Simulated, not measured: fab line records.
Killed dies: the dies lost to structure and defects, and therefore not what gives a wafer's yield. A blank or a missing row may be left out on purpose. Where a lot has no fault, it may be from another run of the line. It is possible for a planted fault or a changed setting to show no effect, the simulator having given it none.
The tool behind it: which one?	flow n5 finfet	Sampling: 11 lots, 31 wafers, 4 of 1938 route steps

WHAT EACH GAUGE READ, for each wafer
The record lacks any reading of a measuring or inspecting step that a usual standard deviation could be used to judge.

TOOL THAT RAN EACH LOT (tool first, then ch and the chambers of the sampled wafers, then the start)
lot	N5_BEOL_M11_VIA_ETCH_34	N5_BEOL_M11_CURE_72	N5_BEOL_M12_PEB_08	N5_BEOL_M12_ETCH_59
L412	rie diel-01 ch 0,1,2, day 11 15:07	uv cure-01 ch 2, day 11 15:42	litho track-02 ch 0, day 11 18:37	rie diel-06 ch 0,3, day 11 19:04
L415	rie diel-01 ch 0,3, day 11 19:44	uv cure-02 ch 2, day 11 20:13	litho track-01 ch 0, day 12 00:24	rie diel-06 ch 0,3, day 12 00:39
L413	rie diel-03 ch 2,3, day 11 22:26	uv cure-02 ch 0, day 11 23:03	litho track-03 ch 0, day 12 02:47	rie diel-06 ch 1,2, day 12 03:02
L417	rie diel-03 ch 0,2,3, day 12 16:55	uv cure-02 ch 1, day 12 17:24	litho track-02 ch 0, day 12 20:02	rie diel-04 ch 0,1, day 12 20:16
L418	rie diel-01 ch 2,3, day 12 20:45	uv cure-01 ch 0, day 12 21:22	litho track-03 ch 0, day 13 02:02	rie diel-05 ch 0,1,3, day 13 02:16
L419	rie diel-03 ch 1,2,3, day 13 07:34	uv cure-03 ch 0, day 13 08:05	litho track-01 ch 0, day 13 10:23	rie diel-06 ch 1,2,3, day 13 10:44
L426	rie diel-03 ch 0,1,3, day 14 20:56	uv cure-02 ch 1, day 14 21:25	litho track-02 ch 0, day 15 00:38	rie diel-05 ch 0,2,3, day 15 00:55
L430	rie diel-03 ch 0,1,3, day 15 19:22	uv cure-02 ch 2, day 15 19:50	litho track-03 ch 0, day 16 00:21	rie diel-05 ch 1,2,3, day 16 00:35
L429	rie diel-01 ch 0,1,2, day 15 23:15	uv cure-03 ch 2, day 15 23:54	litho track-02 ch 0, day 16 03:07	rie diel-06 ch 1,2,3, day 16 03:20
L432	rie diel-03 ch 1,2,3, day 16 00:38	uv cure-03 ch 1, day 16 01:08	litho track-03 ch 0, day 16 03:51	rie diel-04 ch 1,3, day 16 04:05
L433	rie diel-02 ch 0,1,3, day 17 00:16	uv cure-02 ch 2, day 17 00:45	litho track-01 ch 0, day 17 04:31	rie diel-05 ch 0,1,3, day 17 04:45
- N5_BEOL_M11_VIA_ETCH_34: etches SiCOH lowk in C4F6/O2, target depth 184.5 nm, time 69.2 s.
- N5_BEOL_M11_CURE_72: cures SiCOH lowk, time 120 s.
- N5_BEOL_M12_PEB_08: peb time 90 s.
- N5_BEOL_M12_ETCH_59: etches BARC in N2/H2, target depth 89 nm, overetch 26.7 nm, time 67.9 s.

WHAT THE TOOLS THEMSELVES READ (means of the sampled wafers that have a number; where no wafer has one, the mark that the record gives instead)
N5_BEOL_M11_VIA_ETCH_34. Usual: O2_flow_sccm 10.00 sccm, standard deviation 0.031; drypump motor current A 5.7 A, standard deviation 0.43; oes_ar_750_au 0.76 a.u., standard deviation 0.07; oes product au 0.76 a.u., standard deviation 0.08; rf vpp V 665 V, standard deviation 17; showerhead plenum p Torr 2.79 Torr, standard deviation 0.086; throttle valve pct 20.96 %, standard deviation 0.27.
lot	tool	O2_flow_sccm (sccm)	drypump motor current A (A)	oes_ar_750_au (a.u.)	oes product au (a.u.)	rf vpp V (V)	showerhead plenum p Torr (Torr)	throttle valve pct (%)	flag
L412	rie diel-01	10.01	6.0	0.74	0.73	680	2.81	20.74	
L415	rie diel-01	10.02	6.2	0.73	0.70	666	2.75	21.04	
L413	rie diel-03	10.04	5.6	0.83	0.83	644	2.73	20.96	
L417	rie diel-03	9.97	5.5	0.79	0.78	653	2.79	21.05	
L418	rie diel-01	10.01	6.1	0.72	0.70	652	2.77	21.15	
L419	rie diel-03	10.00	5.4	0.85	0.85	648	2.75	21.02	
L426	rie diel-03	9.99	5.2	0.77	0.77	654	2.80	21.14	
L430	rie diel-03	9.97	5.2	0.76	0.77	655	2.80	21.15	
L429	rie diel-01	9.97	5.9	0.71	0.70	681	2.79	20.79	
L432	rie diel-03	10.00	5.4	0.82	0.81	648	2.74	21.04	
L433	rie diel-02	10.01	5.5	0.78	0.78	666	2.83	20.95	

N5_BEOL_M11_CURE_72. Usual: lamp power pct 52.32 %, standard deviation 0.055; wafer_temp_C_max 371.5, standard deviation 0.57.
lot	tool	lamp power pct (%)	wafer_temp_C_max	flag
L412	uv cure-01	52.29	371.5	
L415	uv cure-02	52.34	371.1	
L413	uv cure-02	52.31	371.6	
L417	uv cure-02	52.30	370.9	
L418	uv cure-01	52.33	371.5	
L419	uv cure-03	52.34	371.2	
L426	uv cure-02	52.32	370.9	
L430	uv cure-02	52.37	371.2	
L429	uv cure-03	52.30	372.5	
L432	uv cure-03	52.27	371.1	
L433	uv cure-02	52.31	371.0	

N5_BEOL_M12_PEB_08. Usual: heater power total W 172.4 W, standard deviation 0.79.
lot	tool	heater power total W (W)	flag
L412	litho track-02	171.9	
L415	litho track-01	171.4	
L413	litho track-03	172.8	
L417	litho track-02	173.2	
L418	litho track-03	172.5	
L419	litho track-01	172.5	
L426	litho track-02	175.8	OFF
L430	litho track-03	172.2	
L429	litho track-02	181.7	OFF
L432	litho track-03	172.1	
L433	litho track-01	172.7	

N5_BEOL_M12_ETCH_59. Usual: drypump motor current A 5.8 A, standard deviation 0.49; oes product au 0.67 a.u., standard deviation 0.062; rf vpp V 525.0 V, standard deviation 2.4; showerhead plenum p Torr 2.58 Torr, standard deviation 0.087; throttle valve pct 17.8 %, standard deviation 0.39.
lot	tool	drypump motor current A (A)	oes product au (a.u.)	rf vpp V (V)	showerhead plenum p Torr (Torr)	throttle valve pct (%)	flag
L412	rie diel-06	5.9	0.61	525.6	2.63	18.2	
L415	rie diel-06	5.7	0.61	525.5	2.63	18.2	
L413	rie diel-06	6.2	0.72	525.4	2.56	17.5	
L417	rie diel-04	5.5	0.78	524.0	2.56	17.7	
L418	rie diel-05	6.0	0.64	527.3	2.62	17.7	
L419	rie diel-06	5.8	0.67	525.0	2.58	17.7	
L426	rie diel-05	5.8	0.71	525.0	2.56	17.4	
L430	rie diel-05	5.7	0.67	524.3	2.55	17.7	
L429	rie diel-06	5.8	0.66	524.9	2.57	17.7	
L432	rie diel-04	6.1	0.68	525.2	2.58	17.8	
L433	rie diel-05	5.9	0.67	526.9	2.61	17.7	

THE ANSWER, worked out from the rows above alone
Rule: take the mean of a lot's wafers that have a number; if it is more than 3 standard deviations from the usual mean, the lot is off. Also off: a lot with no number at a reading for which 4 or more lots have one. Where the step has rows for the other lots, those lots are counted as sound. The gauges are gone through in route order, then the tools' own readings, and for those a lot's mean is taken as printed above. At the first step where some lot is off, the reading lying furthest off is the one used; lots without a number count as furthest.
Off, at N5_BEOL_M12_PEB_08 on heater power total W: L426, L429.
If a tool, at that step or one of the process steps before it, ran each lot that is off and ran no sound lot following the first of them, it fits. One candidate fits, namely litho track-02 at N5_BEOL_M12_PEB_08. Its last sound lot is L417 (day 12 20:02), its first lot that is off L426 (day 15 00:38): a fault that began between those two fits.
The tool's own readings at N5_BEOL_M12_PEB_08 bear it out: on the lots that are off they differ by more than 5 times the standard deviation of the sound lots' means. heater power total W reads 178.8 W there against 172.4 W on the sound lots.

WHAT THE SIMULATOR HAD PUT IN
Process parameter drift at N5_BEOL_M12_PEB_08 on litho track-02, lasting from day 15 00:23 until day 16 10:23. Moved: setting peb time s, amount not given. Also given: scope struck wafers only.
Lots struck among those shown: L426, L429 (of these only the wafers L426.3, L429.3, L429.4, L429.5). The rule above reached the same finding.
